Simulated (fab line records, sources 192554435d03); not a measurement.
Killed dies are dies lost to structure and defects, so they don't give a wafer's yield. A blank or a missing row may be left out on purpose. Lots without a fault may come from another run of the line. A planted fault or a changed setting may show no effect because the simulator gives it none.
fab line records | flow n5_finfet
record lots=6 wafers=18 last_day=19
route steps=1938 shown GATE_CUT@472
lots that met no fault: from a run of the same line without faults
start_h: hours from the record's first day to the start of the lot's first wafer shown | wait_h: hours since the lot's step before | " the same as in the row above | L1.1+2: a row that stands for several wafers | - no value, or no start given | * or withheld: withheld | < > ~ a bound
route shown NAME@n: a module of which the file shows steps, and the number in the route of the first | usual: mean/standard deviation of fault-free wafers | same: alike in all rows | chamber/n: place in a boat | sites: the reading at each site | _std_site: their standard deviation | _edge_site: outer sites' mean less inner sites' | radius_mm: how far each site lies from the wafer's centre | mask NAME#n: copy n | behind: the tool/chamber that last shaped the wafer | hold: why the lot was held/for how many hours/how that ended | device: the transistor (n, p or np) that didn't switch | end of line: the same wafers' tests at the end of the route | a step without rows: its recipe alone | killed: dies lost to structure and defects at the first sort, not the wafer's yield | map: a wafer's dies, x killed, . not, _ none there
set.NAME: the setting as run; set.NAME@STEP: as run at that earlier step | model.NAME: the simulator's own value behind a step, which no gauge read
lots at some steps of the route; a table a step, a row a wafer
services: from which hour (start_h, from the record's first day; less than 0 if before it) a tool's chamber was out of use, for how many hours, and why
## steps
# step N5_GATE_CUT_SRD_32
# recipe time_s=30 temp_c=23 rinse_liquid=diw dry=ipa_marangoni
# step N5_GATE_CUT_SAC_CAP_01
# recipe material=SiNx target_thk_a=240 temp_c=400 ald_precursor_family=SiH2I2 ald_co_reactant=N2/H2-plasma pulse_time_s=1 ald_cycles=480 purge_time_s=2 co_reactant_purge_time_s=2 pressure_torr=2
# usual heater_power_w=794/92 precursor_pulse_height_rel=1.000/0.021
# columns lot.wafer tool chamber start_h wait_h heater_power_w precursor_pulse_height_rel
L508.4 ald_sin-02 3 113.49 0.0 819 0.977
L508.5 " 0 114.57 1.1 672 0.997
L508.6 " 3 " " 801 1.021
L515.1 ald_sin-02 2 147.23 0.0 708 1.000
L515.4 " 1 " " 757 0.985
L515.5 " 1 148.32 1.1 771 0.955
L516.1 ald_sin-04 2 152.80 0.0 809 0.960
L516.5 " 1 153.89 1.1 779 1.015
L516.6 " 0 " " 715 1.028
L519.1 ald_sin-04 1 170.17 0.0 753 1.038
L519.3 " 2 " " 795 0.998
L519.6 " 0 171.26 1.1 737 0.965
L525.2 ald_sin-02 1 209.22 0.3 758 1.001
L525.3 " 2 " " 715 1.021
L525.6 " 1 210.31 1.4 750 1.007
L526.1 ald_sin-02 0 218.68 0.0 689 1.029
L526.2 " 2 " " 718 0.966
L526.4 " 3 " " 812 1.021
# step N5_GATE_CUT_PECVD_57
# recipe material=SiNx target_thk_a=210 temp_c=400 precursor=SiH4/NH3/N2 pressure_torr=1.5 rf_w=300
# usual heater_power_w=741/76 showerhead_plenum_p_Torr=5.14/0.064 throttle_valve_pct=39.7/1.8
# columns lot.wafer tool chamber start_h wait_h heater_power_w showerhead_plenum_p_Torr throttle_valve_pct
L508.4 pecvd-04 2 115.70 1.1 706 5.18 39.0
L508.5 " 1 " " 712 5.23 41.6
L508.6 " 0 " " 694 5.04 40.1
L515.1 pecvd-04 1 149.43 1.1 759 5.21 41.3
L515.4 " 1 " " 761 5.22 41.7
L515.5 " 2 " " 750 5.17 39.4
L516.1 pecvd-01 2 154.99 1.1 646 5.21 36.0
L516.5 " 1 " " 731 5.12 40.9
L516.6 " 0 " " 766 5.14 37.5
L519.1 pecvd-01 1 172.37 1.1 656 5.12 41.0
L519.3 " 2 " " 661 5.19 36.4
L519.6 " 1 " " 659 5.13 40.7
L525.2 pecvd-01 0 211.41 1.1 797 5.14 37.7
L525.3 " 2 " " 666 5.19 36.6
L525.6 " 0 " " 795 5.12 37.9
L526.1 pecvd-04 1 220.87 1.1 666 5.21 41.5
L526.2 " 0 " " 687 5.04 40.2
L526.4 " 2 " " 738 5.17 39.5
# step N5_GATE_CUT_CMP_02
# recipe stop_on=SiO2 t_overpolish_s=12.7 post_cmp_clean=alkaline_brush down_force_psi=2.5 platen_rpm=51.8 pad_velocity_m_s=1.0307 target_thk_nm=0
# usual motor_current_A=8.6/0.76 overpolish_run_s=12.699/0.0089 time_to_endpoint_s=26.2/2.2
# columns lot.wafer tool chamber start_h wait_h motor_current_A overpolish_run_s time_to_endpoint_s
L508.4 cmp-04 2 115.79 0.1 8.5 12.680 25.3
L508.5 " 1 " " 9.3 12.694 26.1
L508.6 " 2 " " 8.7 12.707 24.9
L515.4 cmp-04 3 149.54 0.1 9.6 12.698 26.0
L515.1 " 1 " " 9.1 12.703 24.7
L515.5 " 2 " " 9.1 12.690 25.6
L516.1 cmp-02 0 155.11 0.1 9.9 12.698 27.3
L516.5 " 3 " " 9.3 12.709 30.3
L516.6 " 0 " " 9.9 12.706 30.1
L519.1 cmp-01 1 172.64 0.3 9.1 12.708 26.4
L519.3 " 2 " " 8.3 12.694 21.2
L519.6 " 3 " " 7.8 12.681 27.4
L525.3 cmp-02 0 211.54 0.1 9.3 12.712 27.3
L525.2 " 1 " " 7.8 12.714 27.1
L525.6 " 0 " " 9.3 12.684 28.3
L526.2 cmp-04 1 220.95 0.1 9.5 12.695 25.2
L526.4 " 3 " " 9.3 12.693 25.8
L526.1 " 0 " " 7.5 12.694 28.2
# step N5_GATE_CUT_HM_DEP_46
# recipe material=SiO2 target_thk_a=1300 temp_c=400 precursor=TEOS/O2 pressure_torr=6.5 rf_w=900 teos_flow_sccm=161.4 gas=O2 flow_sccm=2650 time_s=26.6
# usual heater_power_w=552/89 showerhead_plenum_p_Torr=8.34/0.035 throttle_valve_pct=18.5/0.89
# columns lot.wafer tool chamber start_h wait_h heater_power_w showerhead_plenum_p_Torr throttle_valve_pct
L508.4 pecvd-02 1 116.10 0.1 712 8.35 18.0
L508.5 " 2 " " 565 8.31 16.8
L508.6 " 1 " " 729 8.36 18.2
L515.1 pecvd-04 2 149.83 0.0 519 8.36 18.4
L515.4 " 2 " " 521 8.36 18.3
L515.5 " 0 " " 477 8.30 19.1
L516.1 pecvd-04 2 155.40 0.0 520 8.37 18.3
L516.5 " 0 " " 428 8.29 18.4
L516.6 " 1 " " 506 8.38 19.6
L519.1 pecvd-04 0 172.90 0.0 458 8.30 18.8
L519.3 " 2 " " 525 8.35 18.6
L519.6 " 2 " " 516 8.38 18.5
L525.2 pecvd-02 1 211.83 0.0 586 8.35 18.0
L525.3 " 0 " " 602 8.32 20.0
L525.6 " 2 " " 622 8.31 17.1
L526.1 pecvd-02 0 221.28 0.0 695 8.31 20.2
L526.2 " 1 " " 729 8.37 18.1
L526.4 " 1 " " 575 8.34 18.5
# step N5_GATE_CUT_COAT_34
# recipe resist=SOC temp_c=250 time_s=60 spin_rpm=1500 resist_thk_nm=60
# step N5_GATE_CUT_COAT_35
# recipe resist=SiARC temp_c=220 time_s=60 spin_rpm=1500 resist_thk_nm=10
# step N5_GATE_CUT_COAT_27
# recipe resist=underlayer temp_c=205 time_s=60 spin_rpm=1500 resist_thk_nm=10
# step N5_GATE_CUT_COAT_07
# recipe resist=CAR-EUV spin_rpm=1500 resist_thk_nm=30
# step N5_GATE_CUT_EBR_09
# recipe solvent=PGMEA ebr_width_mm=1.5
# step N5_GATE_CUT_SOFTBAKE_08
# recipe temp_c=110 time_s=60 resist=CAR-EUV
# step N5_GATE_CUT_EXPOSE_10
# recipe mask_id=GATE_CUT na=0.33 source_shape=annular sigma_inner=0.35 sigma_outer=0.8 polarization=unpolarized target_cd_nm=20 dose_mj=43.25
# usual exposure_dose_mJ_cm2=43.15/0.052 focus_offset_nm=0.0/0.54 stage_msd_nm=0.902/0.018
# columns lot.wafer tool chamber start_h wait_h mask exposure_dose_mJ_cm2 focus_offset_nm stage_msd_nm
L508.4 euv_scanner-02 0 116.33 - GATE_CUT#0 43.10 0.7 0.928
L508.5 " 0 " " GATE_CUT#0 43.13 0.0 0.933
L508.6 " 0 " " GATE_CUT#0 43.19 0.3 0.931
L515.1 euv_scanner-02 - 150.04 - GATE_CUT#0 - - -
L515.4 " - " " GATE_CUT#0 - - -
L515.5 " - " " GATE_CUT#0 - - -
L516.1 euv_scanner-01 - 155.73 - GATE_CUT#0 - - -
L516.5 " - " " GATE_CUT#0 - - -
L516.6 " - " " GATE_CUT#0 - - -
L519.1 euv_scanner-02 0 173.22 - GATE_CUT#0 43.18 -0.1 0.907
L519.3 " 0 " " GATE_CUT#0 43.11 1.1 0.906
L519.6 " 0 " " GATE_CUT#0 43.08 -0.4 0.910
L525.2 euv_scanner-01 0 212.04 - GATE_CUT#0 43.23 -0.9 0.880
L525.3 " 0 " " GATE_CUT#0 43.22 -0.5 0.882
L525.6 " 0 " " GATE_CUT#0 43.20 -0.2 0.883
L526.1 euv_scanner-01 0 221.48 - GATE_CUT#0 43.05 -0.3 0.883
L526.2 " 0 " " GATE_CUT#0 43.17 -0.5 0.883
L526.4 " 0 " " GATE_CUT#0 43.18 -0.8 0.884
# step N5_GATE_CUT_PEB_11
# recipe peb_temp_c=100 peb_time_s=60 resist=CAR-EUV
## services
# columns tool chamber start_h hours kind
euv_scanner-02 - 90.31 1.0 pm
pecvd-02 0 95.08 30.5 repair
euv_scanner-01 0 105.88 - calibration
euv_scanner-01 - 106.95 4.6 pm
cmp-02 - 110.64 4.0 pm
cmp-01 - 113.90 7.3 pm
euv_scanner-01 - 116.43 1.0 pm
ald_sin-04 - 118.54 6.1 pm
euv_scanner-02 - 122.82 1.8 repair
cmp-02 - 132.78 1.0 repair
euv_scanner-02 - 146.46 1.0 pm
pecvd-04 0 157.67 2.1 scheduled_down
pecvd-01 0 166.14 7.5 repair
ald_sin-02 3 171.92 2.8 repair
euv_scanner-01 - 172.58 1.0 pm
euv_scanner-02 - 173.62 2.0 repair
pecvd-01 - 175.72 2.8 pm
euv_scanner-02 - 179.08 4.6 pm
cmp-02 - 190.77 2.5 repair
pecvd-04 1 192.15 2.1 scheduled_down
euv_scanner-02 - 202.62 1.0 pm
cmp-04 - 204.99 14.7 pm
pecvd-01 - 216.05 2.1 repair
ald_sin-04 - 220.72 0.4 repair
## key
first_sign step=N5_GATE_CUT_EXPOSE_10 reading=tool_record direction=missing
effect none on later readings
met_at N5_GATE_CUT_EXPOSE_10
struck_wafers L515.1,L515.4,L515.5,L516.1,L516.5,L516.6
later_rows_left_out L515.1,L515.4,L515.5,L516.1,L516.5,L516.6
sort_left_out L515.1,L515.4,L515.5,L516.1,L516.5,L516.6
tester_left_out L515,L516
onset_between 116.33 150.04
fault kind=skipped_step_whole tool=euv_scanner-01,euv_scanner-02 chamber=- onset_h=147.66 steps=N5_GATE_CUT_EXPOSE_10 scope=struck_lots_only
# tester_left_out: of these lots the tester's yield and bins aren't shown, on N5 and GAA mostly nor the transistor test; their killed dies are dies lost to structure and defects alone, not to doping, threshold or leakage, so they don't give the yield
# sort_left_out: the simulated sort isn't trusted on such a fault, so these wafers' sort isn't shown, and their yield isn't known
# later_rows_left_out: the simulator's readings of these wafers behind a module that went badly wrong aren't trusted and aren't shown, but for the sort
